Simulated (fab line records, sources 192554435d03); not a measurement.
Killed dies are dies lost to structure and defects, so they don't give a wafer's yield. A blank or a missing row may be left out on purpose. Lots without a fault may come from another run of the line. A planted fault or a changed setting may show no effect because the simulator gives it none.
A struck lot beside a sound one | flow n5_finfet | 15 steps out of a route of 1938
Sound: wafers L835.2, L835.5, L835.6. Struck: wafer L848.1. (L848.3, L848.5 of the same lot were not struck and are left out.) The cause comes at the end.
At each step with rows: each side's tool, then ch and its chambers, then its first start. Under that, the readings that differ: sound wafers | struck wafers | difference of the means | sigmas: that difference in standard deviations of wafers without a fault.
alike: readings whose means differ by less than 2 such deviations, and words and numbers that are the same on both sides. not compared: withheld readings, readings that some wafer has no value for, bounds like >300 that may hide the same value, and numbers for which the record gives no deviation and whose values overlap.
The two part at a step that has a row with sigmas, a row that says differs or no value, or rows on one side only. Numbers that don't overlap but have no deviation are shown without sigmas and don't part them. A reading that every wafer of one side lacks parts them only if that side has two wafers or more.

N5_BEOL_M7_TRENCH_ETCH_37: etches SiCOH lowk in C4F6/O2, target depth 93.478 nm, time 31.2 s.
  sound on rie_diel-05 ch 0,1; struck on rie_diel-03 ch 2
  reading               | sound          | struck | difference | sigmas
  oes_product_au (a.u.) | 0.69 0.75 0.70 | 0.92   | +0.21      | +2
  rf_vpp_V (V)          | 694 681 693    | 667    | -22        | -3
  alike: drypump_motor_current_A, showerhead_plenum_p_Torr, throttle_valve_pct
  not compared: rf_hours_counter_h
N5_BEOL_M7_ETCH_41: etches SiCN in CH3F/O2, target depth 31.9 nm, time 57.8 s.
  sound on rie_diel-05 ch 0,1; struck on rie_diel-03 ch 2
  reading               | sound          | struck | difference | sigmas
  oes_product_au (a.u.) | 0.68 0.75 0.69 | 0.91   | +0.20      | +2
  alike: drypump_motor_current_A, rf_vpp_V, showerhead_plenum_p_Torr, throttle_valve_pct
  not compared: rf_hours_counter_h
N5_BEOL_M7_STRIP_80: strips in N2/H2, time 10 s.
  sound on rie_diel-05 ch 0,1; struck on rie_diel-03 ch 2
  reading               | sound          | struck | difference | sigmas
  oes_product_au (a.u.) | 0.70 0.76 0.69 | 0.92   | +0.20      | +2
  alike: drypump_motor_current_A, rf_vpp_V, showerhead_plenum_p_Torr, throttle_valve_pct
  not compared: rf_hours_counter_h
N5_BEOL_M7_OCD_MEAS_38:
  sound on ocd-01, day 9 00:49; struck on ocd-01, day 13 00:35
  alike: trench_depth_nm
then, 4 steps without rows for these wafers: N5_BEOL_M7_HM_STRIP_39 (strips TiN in peroxide tin strip, target depth 25 nm, time 158 s); N5_BEOL_M7_SRD_40 (time 30 s); N5_BEOL_M7_PRECLEAN_42 (cleans in residue remover, time 60 s); N5_BEOL_M7_SRD_43 (time 30 s).
N5_BEOL_M7_CD_MEAS_35: target cd 40 nm.
  sound on cd_sem-02, day 9 00:59; struck on cd_sem-03, day 13 00:44
  alike: cd_nm
then, 1 step without rows for these wafers: N5_BEOL_M7_CURE_75 (cures SiCOH lowk, time 120 s).
N5_BEOL_M7_DEGAS_44: time 60 s.
  sound on pvd_sputter-03, day 9 01:25; struck on pvd_sputter-03, day 13 01:14
  reading            | sound       | struck | difference | sigmas
  heater_power_w (W) | 316 304 322 | 370    | +56        | +2
then, 1 step without rows for these wafers: N5_BEOL_M7_PRE_CLEAN_45 (time 30 s).
N5_BEOL_M7_ALD_77: deposits TaN, target thk 2 nm, pulse time 2 s, purge time 3 s.
  sound on ald_metal-01 ch 1,2,3, day 9 01:31; struck on ald_metal-03 ch 3, day 13 01:20
  reading                                 | sound    | struck | difference | sigmas
  ald_cycles                              | 40 40 40 | 12     | -28        |
  model.TaN_of_BEOL_M7_ALD_77.thk_nm (nm) | 2 2 2    | 0.6    | -1.4       |
  alike: heater_power_w, precursor_vessel_pressure_torr
N5_BEOL_M7_SURFACE_TREAT_79:
  sound on pvd_sputter-01, day 9 01:50; struck on pvd_sputter-03, day 13 01:43
  not compared: throttle_valve_pct
-- the record jumps here: 3 days lie between the struck wafers' starts before and after (it left off in module BEOL_M7 and takes up again in module PASSIVATION, whose first step shown is number 1936 of the route) --
N5_PASSIVATION_PROBE_49:
  sound on prober-01, day 12 07:43; struck on prober-01, day 16 09:08
  reading                  | sound          | struck | difference | sigmas
  defect_limited_yield (%) | 88.9 91.9 92.9 | 77.7   | -13.5      | -10
  killed_at_M4_up          | 25 9 17        | 168    | +151       | +30
  killed_dies              | 131 96 84      | 263    | +159       | +10
  sort_bin_4_leakage (%)   | 0 0 0          | 12.88  | +12.88     | +99 or more
  sort_n_pass              | 1049 1084 1096 | 917    | -159       | -9
  sort_yield_pct (%)       | 88.9 91.9 92.9 | 77.7   | -13.5      | -9
  alike: killed_at_M0_to_M3, killed_at_contacts, killed_at_front_end, killed_at_other, killed_open, killed_short, sort_bin_5_function, sort_bin_6_memory

WHERE THEY PART
First at N5_BEOL_M7_TRENCH_ETCH_37; last, within this record, at N5_PASSIVATION_PROBE_49.

WHY: what the simulator had put in
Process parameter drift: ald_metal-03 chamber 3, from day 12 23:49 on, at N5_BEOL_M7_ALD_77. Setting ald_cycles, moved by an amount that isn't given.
